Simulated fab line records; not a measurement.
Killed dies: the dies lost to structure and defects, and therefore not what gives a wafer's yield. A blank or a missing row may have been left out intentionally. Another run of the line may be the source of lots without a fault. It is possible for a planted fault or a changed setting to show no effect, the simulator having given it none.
Chamber matching | flow nandHarc | 4 sister chambers for NHARC_P_M2_ETCH_35 on rieDiel-01
The step etches the open film in N2/H2, target depth 40 nm, overetch 12 nm, time 43.94 s. 42 wafers are shown with their chamber, then 12 later ones without.

## WAFERS, EACH WITH ITS CHAMBER
wafer  | chamber | drypumpMotorCurrentA (A) | rfVppV (V) | oesProductAu (a.u.)
L075.1 | 3       | 5.8                      | 427        | 1.017
L075.2 | 1       | 6.1                      | 433        | 1.005
L075.3 | 2       | 5.9                      | 435        | 1.007
L077.1 | 3       | 5.7                      | 426        | 1.010
L077.2 | 0       | 5.3                      | 428        | 1.013
L077.3 | 1       | 6.1                      | 432        | 1.008
L079.3 | 3       | 5.7                      | 427        | 0.997
L079.4 | 0       | 5.3                      | 429        | 1.022
L079.6 | 0       | 5.3                      | 428        | 1.024
L081.1 | 2       | 5.9                      | 433        | 0.996
L081.2 | 3       | 5.7                      | 426        | 1.013
L081.4 | 1       | 6.1                      | 432        | 1.000
L085.2 | 2       | 5.9                      | 435        | 0.992
L085.3 | 1       | 6.1                      | 433        | 0.995
L085.6 | 2       | 5.9                      | 433        | 0.983
L084.1 | 1       | 6.1                      | 431        | 0.996
L084.2 | 0       | 5.3                      | 432        | 1.012
L084.6 | 0       | 5.3                      | 429        | 1.018
L084.3 | 3       | 5.7                      | 426        | 1.002
L084.4 | 2       | 5.9                      | 436        | 0.994
L084.5 | 1       | 6.1                      | 431        | 0.998
L087.1 | 3       | 5.8                      | 426        | 1.005
L087.5 | 3       | 5.7                      | 425        | 1.007
L087.6 | 2       | 5.9                      | 433        | 0.986
L086.2 | 0       | 5.3                      | 430        | 1.008
L086.3 | 1       | 6.1                      | 434        | 0.986
L086.5 | 3       | 5.7                      | 429        | 1.003
L089.1 | 0       | 5.3                      | 428        | 0.996
L089.3 | 3       | 5.8                      | 426        | 1.001
L089.4 | 1       | 6.1                      | 432        | 0.991
L088.1 | 2       | 5.9                      | 435        | 0.980
L088.2 | 3       | 5.8                      | 429        | 1.011
L088.4 | 0       | 5.3                      | 430        | 1.004
L090.4 | 1       | 6.1                      | 433        | 1.002
L090.5 | 3       | 5.7                      | 426        | 1.005
L090.6 | 2       | 5.9                      | 434        | 0.990
L093.1 | 1       | 6.1                      | 432        | 1.009
L093.2 | 2       | 5.9                      | 435        | 0.992
L093.3 | 3       | 5.7                      | 428        | 1.005
L094.1 | 2       | 5.9                      | 434        | 0.994
L094.2 | 1       | 6.1                      | 432        | 1.020
L094.3 | 0       | 5.3                      | 429        | 1.015

SIGNATURES (means of the wafers above)
reading              | chamber 0 | chamber 1 | chamber 2 | chamber 3 | scatter within a chamber
drypumpMotorCurrentA | 5.300     | 6.100     | 5.900     | 5.733     | 0.0265
rfVppV               | 429.22    | 432.27    | 434.30    | 426.75    | 1.15
oesProductAu         | 1.01244   | 1.00091   | 0.99140   | 1.00633   | 0.00789
Rule: for each reading, subtract the chamber's mean from the wafer's reading, divide by that reading's scatter and square the result; add these up over the readings and take the root, which gives the wafer's distance from the chamber. The wafer belongs to the nearest chamber; if the next one is less than 2 further off, it can't be placed. The scatter is the square root of a quotient: the sum, over the shown wafers, of each reading's squared deviation from its chamber's mean, divided by wafers minus chambers.

## WAFERS WITHOUT THEIR CHAMBER
wafer  | drypumpMotorCurrentA (A) | rfVppV (V) | oesProductAu (a.u.)
L096.2 | 5.3                      | 429        | 1.009
L096.3 | 6.1                      | 434        | 0.994
L096.5 | 6.1                      | 432        | 0.994
L096.1 | 5.7                      | 427        | 1.006
L096.4 | 5.9                      | 433        | 0.986
L096.6 | 5.3                      | 429        | 1.010
L095.3 | 5.3                      | 429        | 1.014
L095.4 | 5.9                      | 434        | 0.983
L095.6 | 5.9                      | 435        | 0.996
L095.1 | 5.7                      | 427        | 1.017
L095.2 | 6.1                      | 432        | 1.006
L095.5 | 5.8                      | 425        | 1.015

## THE CHAMBER EACH PASSED THROUGH
wafer  | from the rows above | in truth
L096.2 | 0                   | 0
L096.3 | 1                   | 1
L096.5 | 1                   | 1
L096.1 | 3                   | 3
L096.4 | 2                   | 2
L096.6 | 0                   | 0
L095.3 | 0                   | 0
L095.4 | 2                   | 2
L095.6 | 2                   | 2
L095.1 | 3                   | 3
L095.2 | 1                   | 1
L095.5 | 3                   | 3
Placed correctly: 12 of 12. From these rows, 0 cannot be placed. 0 placed wrongly.
